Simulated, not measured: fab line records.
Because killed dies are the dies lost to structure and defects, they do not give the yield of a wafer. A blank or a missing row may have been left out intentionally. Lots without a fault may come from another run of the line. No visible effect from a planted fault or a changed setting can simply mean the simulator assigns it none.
fab line records	flow n5-finfet	part 1 of 2: steps 1 to 4 of 6
[record] lots = 24	wafers = 72	last-day = 18
route steps=1938 shown BEOL_M4@1097 BEOL_M5@1154
lots untouched by any fault: they come from a run of this same line in which no faults occurred
start-h: start of the lot's first displayed wafer, in hours after the record's first day	wait-h: time in hours since the lot's previous step	" as in the row above	L1.1+2: several wafers, shown together as one row	- no value, or no start given	* or withheld: withheld	< > ~ a bound
route shown NAME@n: NAME is a module with steps in the file, n the number in the route of the first one	usual: the fault-free wafers' mean and standard deviation	same: alike in all rows	chamber/n: place in a boat	sites: each site's reading	_std_site: standard deviation of those values	_edge_site: the outer-site mean with the inner-site mean subtracted	radius-mm: how far each site lies from the wafer's centre	mask NAME#n: copy n	behind: the last tool/chamber to shape the wafer	hold: the reason the lot was held/the length of the hold in hours/how it ended	device: which transistor (n, p or np) failed to switch	end of line: at the end of the route, the tests of the same wafers	a step given without rows: its recipe and nothing more	killed: dies that structure and defects cost at the first sort, which is not the same as the wafer's yield	map: shows each die of a wafer: x if killed, . if not, _ if none is there
set.NAME: setting as actually run; set.NAME@STEP: the setting as run at that earlier step	model.NAME: the simulator's own value behind a step, which no gauge read
the route's steps for a sample of lots (tables are steps, rows are wafers)
services: when a tool's chamber went out of use (start-h, in hours from the record's first day, below 0 if earlier), for how many hours, and the reason
[[steps]]
[step N5_BEOL_M4_ANNEAL_93]
[recipe] temp-c = 400	time-s = 240	ambient = vacuum
[usual] heater-power-w = 838/55
lot.wafer	tool	chamber	start-h	wait-h	heater-power-w
L074.1	pvd-sputter-02	-	181.77	0.0	776
L074.3	"	-	"	"	931
L074.5	"	-	"	"	821
L075.3	pvd-sputter-01	-	181.90	0.0	809
L075.4	"	-	"	"	876
L075.6	"	-	"	"	834
L076.1	pvd-sputter-01	-	196.44	0.0	738
L076.3	"	-	"	"	854
L076.6	"	-	"	"	828
L077.1	pvd-sputter-02	-	196.84	0.0	773
L077.3	"	-	"	"	836
L077.5	"	-	"	"	859
L078.2	pvd-sputter-01	-	199.20	0.0	838
L078.4	"	-	"	"	919
L078.5	"	-	"	"	934
L080.1	pvd-sputter-03	-	200.98	0.0	775
L080.2	"	-	"	"	835
L080.6	"	-	"	"	827
L079.3	pvd-sputter-02	-	202.64	0.0	830
L079.4	"	-	"	"	781
L079.6	"	-	"	"	927
L082.2	pvd-sputter-01	-	224.40	0.0	749
L082.4	"	-	"	"	942
L082.6	"	-	"	"	923
L081.2	pvd-sputter-03	-	224.86	0.0	893
L081.4	"	-	"	"	829
L081.5	"	-	"	"	831
L083.2	pvd-sputter-02	-	228.95	0.0	844
L083.4	"	-	"	"	897
L083.5	"	-	"	"	847
L084.1	pvd-sputter-01	-	229.09	0.0	933
L084.3	"	-	"	"	873
L084.4	"	-	"	"	742
L085.3	pvd-sputter-02	-	249.75	0.0	813
L085.5	"	-	"	"	835
L085.6	"	-	"	"	775
L087.2	pvd-sputter-01	-	250.88	0.0	734
L087.4	"	-	"	"	834
L087.6	"	-	"	"	742
L088.2	pvd-sputter-02	-	253.83	0.0	833
L088.3	"	-	"	"	897
L088.5	"	-	"	"	917
L086.1	pvd-sputter-03	-	256.83	0.0	826
L086.2	"	-	"	"	910
L086.5	"	-	"	"	916
L089.2	pvd-sputter-03	-	259.03	0.0	848
L089.4	"	-	"	"	895
L089.6	"	-	"	"	927
L091.2	pvd-sputter-02	-	268.33	0.0	932
L091.4	"	-	"	"	828
L091.6	"	-	"	"	886
L090.1	pvd-sputter-02	-	277.27	0.0	814
L090.5	"	-	"	"	846
L090.6	"	-	"	"	824
L092.2	pvd-sputter-02	-	282.03	0.0	881
L092.5	"	-	"	"	837
L092.6	"	-	"	"	844
L093.3	pvd-sputter-01	-	284.68	0.0	879
L093.4	"	-	"	"	824
L093.5	"	-	"	"	882
L094.4	pvd-sputter-02	-	301.36	0.0	779
L094.5	"	-	"	"	803
L094.6	"	-	"	"	825
L095.1	pvd-sputter-03	-	302.08	0.0	922
L095.5	"	-	"	"	834
L095.6	"	-	"	"	762
L097.1	pvd-sputter-02	-	324.51	0.0	816
L097.4	"	-	"	"	898
L097.5	"	-	"	"	788
L096.1	pvd-sputter-01	-	325.47	0.0	738
L096.2	"	-	"	"	828
L096.3	"	-	"	"	907
[step N5_BEOL_M5_ETCH_68]
[recipe] chemistry = N2/H2	target = SOC	target-depth-a = 800	overetch-a = 160	mask-material = SiARC	temp-c = 40	time-s = 120	ion-energy-ev = 200	pressure-mtorr = 30	source-w = 840	bias-w = 150	n2-flow-sccm = 200	h2-flow-sccm = 200
[usual] drypump-motor-current-A = 5.7/0.5	oes-product-au = 0.60/0.066	rf-vpp-V = 523.6/2	showerhead-plenum-p-Torr = 2.54/0.077	throttle-valve-pct = 17.9/0.33
lot.wafer	tool	chamber	start-h	wait-h	drypump-motor-current-A	oes-product-au	rf-hours-counter-h	rf-vpp-V	showerhead-plenum-p-Torr	throttle-valve-pct
L074.1	rie-diel-04	1	188.28	0.0	6.5	0.60	110	524.6	2.56	17.5
L074.3	"	2	"	"	6.2	0.53	225	525.0	2.64	18.4
L074.5	"	1	"	"	6.5	0.60	-	524.1	2.56	17.5
L075.3	rie-diel-02	2	188.46	0.0	5.8	0.53	228	522.7	2.53	17.7
L075.4	"	0	"	"	6.0	0.57	177	523.6	2.51	18.1
L075.6	"	1	"	"	5.9	0.64	-	522.3	2.46	17.5
L077.1	rie-diel-06	3	202.21	0.0	5.3	0.56	175	520.8	2.43	18.2
L077.3	"	2	"	"	4.8	0.72	7	525.3	2.61	17.5
L077.5	"	2	"	"	4.8	0.70	-	525.7	2.61	17.5
L076.1	rie-diel-04	3	202.38	0.0	5.3	0.55	216	526.4	2.65	17.9
L076.3	"	2	"	"	6.1	0.53	229	525.3	2.64	18.5
L076.6	"	1	"	"	6.5	0.60	-	524.8	2.55	17.5
L078.2	rie-diel-06	2	207.62	0.0	4.8	0.71	10	525.1	2.61	17.5
L078.4	"	0	"	"	5.3	0.64	-	522.0	2.48	18.0
L078.5	"	2	"	"	4.8	0.71	-	526.1	2.61	17.5
L079.3	rie-diel-04	3	211.69	0.0	5.3	0.54	219	527.2	2.65	17.9
L079.4	"	1	"	"	6.5	0.59	118	523.7	2.55	17.5
L079.6	"	2	"	"	6.1	0.53	-	524.4	2.64	18.5
L080.1	rie-diel-02	2	212.06	0.0	5.8	0.52	235	523.7	2.52	17.7
L080.2	"	3	"	"	5.0	0.59	141	521.7	2.43	18.1
L080.6	"	1	"	"	5.9	0.63	-	521.0	2.46	17.5
L082.2	rie-diel-04	1	230.46	0.0	6.5	0.59	124	523.3	2.55	17.5
L082.4	"	2	"	"	6.1	0.52	237	527.4	2.64	18.5
L082.6	"	2	"	"	6.1	0.53	-	526.4	2.64	18.5
L081.2	rie-diel-04	1	232.58	0.0	6.5	0.59	124	523.1	2.55	17.5
L081.4	"	2	"	"	6.1	0.53	238	525.7	2.64	18.5
L081.5	"	3	"	"	5.3	0.54	-	527.4	2.64	17.9
L083.2	rie-diel-02	2	237.49	0.0	5.8	0.52	243	523.2	2.52	17.7
L083.4	"	3	"	"	5.1	0.58	148	521.1	2.43	18.1
L083.5	"	3	"	"	5.0	0.57	-	521.0	2.42	18.1
L084.1	rie-diel-06	3	237.60	0.0	5.3	0.55	189	520.4	2.43	18.3
L084.3	"	0	"	"	5.3	0.63	77	523.3	2.47	18.1
L084.4	"	2	"	"	4.8	0.70	-	524.9	2.60	17.5
L087.2	rie-diel-04	2	257.61	0.0	6.1	0.52	245	525.4	2.63	18.5
L087.4	"	3	"	"	5.3	0.54	231	525.6	2.64	17.9
L087.6	"	3	"	"	5.3	0.54	-	525.9	2.64	17.9
L085.3	rie-diel-02	3	258.06	0.0	5.1	0.58	151	521.8	2.42	18.2
L085.5	"	0	"	"	6.0	0.56	-	522.8	2.50	18.1
L085.6	"	3	"	"	5.0	0.58	-	521.4	2.42	18.1
L088.2	rie-diel-04	3	259.77	0.0	5.3	0.53	232	525.5	2.64	17.9
L088.3	"	1	"	"	6.5	0.58	131	525.0	2.55	17.5
L088.5	"	1	"	"	6.5	0.59	-	524.3	2.55	17.5
L086.1	rie-diel-04	2	265.23	0.0	6.1	0.52	247	525.8	2.63	18.5
L086.2	"	1	"	"	6.5	0.59	133	523.8	2.55	17.5
L086.5	"	3	"	"	5.3	0.53	-	526.1	2.64	17.9
L089.2	rie-diel-04	0	272.33	0.0	5.6	0.69	17	522.7	2.49	18.0
L089.4	"	3	"	"	5.3	0.53	235	525.3	2.64	17.9
L089.6	"	2	"	"	6.1	0.52	-	524.8	2.63	18.5
L091.2	rie-diel-04	2	274.34	0.0	6.1	0.52	249	524.9	2.63	18.5
L091.4	"	3	"	"	5.3	0.53	236	526.3	2.64	17.9
L091.6	"	3	"	"	5.3	0.54	-	526.5	2.64	17.9
L090.1	rie-diel-02	1	284.59	0.0	5.9	0.61	101	521.6	2.45	17.5
L090.5	"	1	"	"	5.9	0.61	-	521.6	2.45	17.5
L090.6	"	2	"	"	5.7	0.73	-	523.0	2.52	17.4
L092.2	rie-diel-04	1	288.27	0.0	6.5	0.57	143	522.8	2.54	17.5
L092.5	"	1	"	"	6.5	0.58	-	525.6	2.54	17.5
L092.6	"	0	"	"	5.6	0.68	-	523.1	2.49	18.0
L093.3	rie-diel-04	0	294.60	0.1	5.6	0.68	-	521.4	2.49	18.0
L093.4	"	1	"	"	6.5	0.58	-	523.1	2.54	17.5
L093.5	"	1	"	"	6.6	0.58	-	524.0	2.54	17.5
L094.4	rie-diel-02	2	308.73	0.0	5.8	0.72	9	521.8	2.51	17.5
L094.5	"	3	"	"	5.0	0.56	-	519.6	2.42	18.2
L094.6	"	0	"	"	6.0	0.55	-	524.4	2.49	18.1
L095.1	rie-diel-02	3	309.76	0.0	5.0	0.57	169	520.4	2.42	18.2
L095.5	"	1	"	"	5.9	0.60	-	520.6	2.44	17.5
L095.6	"	0	"	"	5.9	0.55	-	521.9	2.49	18.1
L097.1	rie-diel-04	1	330.88	0.0	6.5	0.58	156	522.5	2.54	17.5
L097.4	"	0	"	"	5.6	0.66	38	520.8	2.48	18.0
L097.5	"	2	"	"	6.1	0.72	-	526.5	2.63	18.0
L096.1	rie-diel-06	3	336.07	0.0	5.3	0.54	223	520.4	2.41	18.3
L096.2	"	2	"	"	4.8	0.65	51	526.0	2.59	17.6
L096.3	"	0	"	"	5.3	0.60	112	521.6	2.46	18.1
[step N5_BEOL_M5_VIA_ETCH_34]
[recipe] chemistry = C4F6/O2	target = SiCOH_lowk	target-depth-a = 883	mask-material = SOC	taper-deg = 4	time-s = 39.2	ion-energy-ev = 250	pressure-mtorr = 30	source-w = 345	bias-w = 185	Ar_flow_sccm = 300	C4F6_flow_sccm = 10	O2_flow_sccm = 10
[usual] drypump-motor-current-A = 5.7/0.5	oes-product-au = 0.78/0.087	rf-vpp-V = 669/20	showerhead-plenum-p-Torr = 2.84/0.079	throttle-valve-pct = 20.9/0.37
lot.wafer	tool	chamber	start-h	wait-h	drypump-motor-current-A	oes-product-au	rf-hours-counter-h	rf-vpp-V	showerhead-plenum-p-Torr	throttle-valve-pct
L074.1	rie-diel-04	1	188.38	0.0	6.5	0.78	110	708	2.83	20.4
L074.3	"	2	"	"	6.1	0.69	225	665	2.94	21.3
L074.5	"	1	"	"	6.5	0.78	-	707	2.83	20.4
L075.3	rie-diel-02	2	188.56	0.0	5.8	0.66	228	677	2.80	20.6
L075.4	"	0	"	"	6.0	0.75	177	650	2.84	21.3
L075.6	"	1	"	"	5.9	0.83	-	639	2.76	20.5
L077.1	rie-diel-06	3	202.31	0.0	5.3	0.73	175	650	2.74	21.3
L077.3	"	2	"	"	4.8	0.92	7	659	2.95	20.7
L077.5	"	2	"	"	4.8	0.93	-	660	2.95	20.7
L076.1	rie-diel-04	3	202.48	0.0	5.3	0.71	216	673	2.96	20.9
L076.3	"	2	"	"	6.1	0.68	229	664	2.94	21.3
L076.6	"	1	"	"	6.5	0.77	-	708	2.82	20.4
L078.2	rie-diel-06	2	207.72	0.0	4.8	0.91	10	660	2.95	20.8
L078.4	"	0	"	"	5.3	0.82	-	671	2.76	21.0
L078.5	"	2	"	"	4.8	0.91	-	659	2.95	20.8
L079.3	rie-diel-04	3	211.79	0.0	5.3	0.70	219	674	2.96	20.9
L079.4	"	1	"	"	6.5	0.78	118	706	2.82	20.4
L079.6	"	2	"	"	6.1	0.67	-	665	2.94	21.4
L080.1	rie-diel-02	2	212.16	0.0	5.8	0.66	235	677	2.79	20.6
L080.2	"	3	"	"	5.0	0.77	141	679	2.76	21.5
L080.6	"	1	"	"	5.9	0.83	-	638	2.76	20.5
L082.2	rie-diel-04	1	230.56	0.0	6.5	0.78	124	708	2.82	20.4
L082.4	"	2	"	"	6.1	0.68	237	666	2.94	21.4
L082.6	"	2	"	"	6.1	0.68	-	666	2.94	21.4
L081.2	rie-diel-04	1	232.68	0.0	6.5	0.77	124	708	2.82	20.4
L081.4	"	2	"	"	6.1	0.67	238	666	2.94	21.4
L081.5	"	3	"	"	5.3	0.70	-	673	2.96	20.9
L083.2	rie-diel-02	2	237.59	0.0	5.8	0.66	243	680	2.79	20.6
L083.4	"	3	"	"	5.0	0.76	148	678	2.76	21.5
L083.5	"	3	"	"	5.0	0.76	-	679	2.76	21.5
L084.1	rie-diel-06	3	237.70	0.0	5.3	0.72	190	649	2.73	21.3
L084.3	"	0	"	"	5.3	0.80	77	671	2.76	21.1
L084.4	"	2	"	"	4.8	0.89	-	661	2.94	20.8
L087.2	rie-diel-04	2	257.71	0.0	6.1	0.68	245	667	2.93	21.4
L087.4	"	3	"	"	5.3	0.69	231	673	2.95	20.9
L087.6	"	3	"	"	5.3	0.70	-	674	2.95	20.9
L085.3	rie-diel-02	3	258.16	0.0	5.1	0.76	151	679	2.76	21.5
L085.5	"	0	"	"	6.0	0.74	-	649	2.83	21.3
L085.6	"	3	"	"	5.0	0.77	-	678	2.76	21.5
L088.2	rie-diel-04	3	259.87	0.0	5.3	0.69	232	673	2.95	20.9
L088.3	"	1	"	"	6.5	0.77	131	707	2.82	20.4
L088.5	"	1	"	"	6.5	0.77	-	707	2.82	20.4
L086.1	rie-diel-04	2	265.33	0.0	6.1	0.67	247	665	2.93	21.4
L086.2	"	1	"	"	6.5	0.76	133	706	2.82	20.4
L086.5	"	3	"	"	5.3	0.69	-	673	2.95	20.9
L089.2	rie-diel-04	0	272.43	0.0	5.6	0.90	17	652	2.79	21.0
L089.4	"	3	"	"	5.3	0.69	236	673	2.95	20.9
L089.6	"	2	"	"	6.1	0.68	-	665	2.93	21.4
L091.2	rie-diel-04	2	274.44	0.0	6.1	0.67	250	665	2.93	21.4
L091.4	"	3	"	"	5.3	0.68	236	674	2.95	20.9
L091.6	"	3	"	"	5.3	0.69	-	674	2.95	20.9
L090.1	rie-diel-02	1	284.69	0.0	5.9	0.80	101	637	2.75	20.6
L090.5	"	1	"	"	5.9	0.80	-	638	2.75	20.6
L090.6	"	2	"	"	5.8	0.96	-	677	2.79	20.3
L092.2	rie-diel-04	1	288.42	0.0	6.5	0.75	143	708	2.81	20.4
L092.5	"	1	"	"	6.5	0.75	-	705	2.81	20.4
L092.6	"	0	"	"	5.5	0.89	-	651	2.78	21.0
L093.3	rie-diel-04	0	294.73	0.0	5.5	0.88	-	650	2.78	21.0
L093.4	"	1	"	"	6.5	0.76	-	707	2.81	20.4
L093.5	"	1	"	"	6.5	0.75	-	708	2.81	20.4
L094.4	rie-diel-02	2	308.84	0.0	5.8	0.93	9	676	2.78	20.4
L094.5	"	3	"	"	5.1	0.75	-	679	2.75	21.5
L094.6	"	0	"	"	6.0	0.72	-	650	2.82	21.4
L095.1	rie-diel-02	3	309.86	0.0	5.1	0.74	169	677	2.75	21.5
L095.5	"	1	"	"	5.9	0.79	-	639	2.74	20.6
L095.6	"	0	"	"	6.0	0.71	-	649	2.82	21.4
L097.1	rie-diel-04	1	330.98	0.0	6.5	0.75	156	706	2.81	20.4
L097.4	"	0	"	"	5.6	0.86	38	650	2.78	21.0
L097.5	"	2	"	"	6.1	0.93	-	666	2.93	20.9
L096.1	rie-diel-06	3	336.17	0.0	5.3	0.70	223	648	2.71	21.3
L096.2	"	2	"	"	4.8	0.84	51	660	2.93	20.8
L096.3	"	0	"	"	5.4	0.78	112	674	2.74	21.1
[step N5_BEOL_M5_ETCH_41]
[recipe] chemistry = CH3F/O2	target = SiCN	target-depth-a = 315	taper-deg = 2	time-s = 56.7	ion-energy-ev = 120	mask-material = TiN	pressure-mtorr = 30	source-w = 395	bias-w = 75	Ar_flow_sccm = 150	CH3F_flow_sccm = 30	O2_flow_sccm = 20
[usual] drypump-motor-current-A = 5.7/0.5	oes-product-au = 0.78/0.087	rf-vpp-V = 297.1/1.4	showerhead-plenum-p-Torr = 1.99/0.057	throttle-valve-pct = 16.4/0.32
lot.wafer	tool	chamber	start-h	wait-h	drypump-motor-current-A	oes-product-au	rf-hours-counter-h	rf-vpp-V	showerhead-plenum-p-Torr	throttle-valve-pct
L074.1	rie-diel-04	1	-	-	6.5	0.79	110	298.0	1.99	15.9
L074.3	"	2	"	"	6.1	0.68	225	297.8	2.06	16.8
L074.5	"	1	"	"	6.5	0.79	-	296.6	1.99	16.0
L075.3	rie-diel-02	2	-	-	5.8	0.66	229	295.9	1.96	16.1
L075.4	"	0	"	"	6.0	0.75	177	295.3	1.99	16.7
L075.6	"	1	"	"	5.9	0.83	-	295.5	1.94	16.0
L077.1	rie-diel-06	3	-	-	5.3	0.74	175	295.7	1.92	16.7
L077.3	"	2	"	"	4.8	0.92	7	299.8	2.07	16.1
L077.5	"	2	"	"	4.8	0.92	-	297.2	2.07	16.1
L076.1	rie-diel-04	3	-	-	5.3	0.71	216	300.6	2.08	16.4
L076.3	"	2	"	"	6.1	0.68	229	298.6	2.06	16.8
L076.6	"	1	"	"	6.5	0.78	-	296.7	1.99	16.0
L078.2	rie-diel-06	2	-	-	4.8	0.92	10	297.4	2.07	16.1
L078.4	"	0	"	"	5.3	0.83	-	297.0	1.94	16.4
L078.5	"	2	"	"	4.8	0.92	-	297.8	2.07	16.1
L079.3	rie-diel-04	3	-	-	5.3	0.70	219	298.4	2.08	16.4
L079.4	"	1	"	"	6.5	0.78	118	298.4	1.99	16.0
L079.6	"	2	"	"	6.1	0.68	-	297.6	2.06	16.8
L080.1	rie-diel-02	2	-	-	5.7	0.66	235	298.5	1.96	16.1
L080.2	"	3	"	"	5.1	0.76	141	296.0	1.93	16.8
L080.6	"	1	"	"	5.9	0.83	-	296.5	1.94	16.0
L082.2	rie-diel-04	1	-	-	6.5	0.77	124	297.8	1.99	16.0
L082.4	"	2	"	"	6.1	0.67	237	298.3	2.06	16.8
L082.6	"	2	"	"	6.1	0.68	-	298.7	2.06	16.8
L081.2	rie-diel-04	1	-	-	6.5	0.77	124	297.6	1.99	16.0
L081.4	"	2	"	"	6.1	0.68	238	299.6	2.06	16.8
L081.5	"	3	"	"	5.3	0.70	-	298.0	2.08	16.4
L083.2	rie-diel-02	2	-	-	5.8	0.66	243	294.9	1.96	16.1
L083.4	"	3	"	"	5.1	0.77	148	294.5	1.93	16.8
L083.5	"	3	"	"	5.0	0.77	-	296.0	1.93	16.9
L084.1	rie-diel-06	3	-	-	5.3	0.72	190	296.3	1.91	16.7
L084.3	"	0	"	"	5.3	0.81	77	295.9	1.94	16.5
L084.4	"	2	"	"	4.8	0.90	-	297.2	2.07	16.1
L087.2	rie-diel-04	2	-	-	6.1	0.68	245	299.6	2.06	16.8
L087.4	"	3	"	"	5.3	0.69	231	298.1	2.08	16.4
L087.6	"	3	"	"	5.3	0.69	-	299.3	2.08	16.4
L085.3	rie-diel-02	3	-	-	5.1	0.76	151	296.4	1.93	16.8
L085.5	"	0	"	"	6.0	0.74	-	296.3	1.98	16.7
L085.6	"	3	"	"	5.0	0.76	-	295.1	1.93	16.8
L088.2	rie-diel-04	3	-	-	5.3	0.69	232	299.5	2.08	16.4
L088.3	"	1	"	"	6.4	0.76	131	296.4	1.98	16.0
L088.5	"	1	"	"	6.5	0.77	-	297.4	1.98	16.0
L086.1	rie-diel-04	2	-	-	6.1	0.68	247	299.2	2.06	16.8
L086.2	"	1	"	"	6.5	0.76	133	298.3	1.98	16.0
L086.5	"	3	"	"	5.3	0.69	-	297.6	2.08	16.4
L089.2	rie-diel-04	0	-	-	5.5	0.91	18	297.5	1.96	16.4
L089.4	"	3	"	"	5.3	0.68	236	299.4	2.08	16.4
L089.6	"	2	"	"	6.1	0.68	-	298.1	2.06	16.8
L091.2	rie-diel-04	2	-	-	6.1	0.67	250	299.3	2.06	16.8
L091.4	"	3	"	"	5.3	0.69	236	298.6	2.08	16.4
L091.6	"	3	"	"	5.3	0.69	-	298.4	2.08	16.4
L090.1	rie-diel-02	1	-	-	5.9	0.80	101	296.2	1.93	16.1
L090.5	"	1	"	"	5.9	0.80	-	295.5	1.93	16.0
L090.6	"	2	"	"	5.8	0.98	-	296.4	1.95	15.8
L092.2	rie-diel-04	1	-	-	6.5	0.76	143	298.4	1.98	16.0
L092.5	"	1	"	"	6.5	0.75	-	296.2	1.98	16.0
L092.6	"	0	"	"	5.6	0.89	-	296.7	1.96	16.4
L093.3	rie-diel-04	0	-	-	5.5	0.87	-	297.8	1.96	16.4
L093.4	"	1	"	"	6.5	0.75	-	296.2	1.98	16.0
L093.5	"	1	"	"	6.5	0.75	-	297.1	1.98	16.0
L094.4	rie-diel-02	2	-	-	5.7	0.94	9	296.3	1.95	15.8
L094.5	"	3	"	"	5.1	0.75	-	296.4	1.93	16.9
L094.6	"	0	"	"	5.9	0.72	-	296.9	1.98	16.8
L095.1	rie-diel-02	3	-	-	5.0	0.75	169	292.9	1.93	16.9
L095.5	"	1	"	"	5.9	0.80	-	295.9	1.93	16.1
L095.6	"	0	"	"	6.0	0.72	-	296.6	1.98	16.8
L097.1	rie-diel-04	1	-	-	6.5	0.76	156	296.8	1.98	16.0
L097.4	"	0	"	"	5.6	0.86	38	296.1	1.95	16.4
L097.5	"	2	"	"	6.1	0.93	-	297.4	2.05	16.3
L096.1	rie-diel-06	3	-	-	5.3	0.70	223	293.9	1.90	16.8
L096.2	"	2	"	"	4.8	0.84	51	298.7	2.05	16.1
L096.3	"	0	"	"	5.3	0.78	112	296.2	1.93	16.5
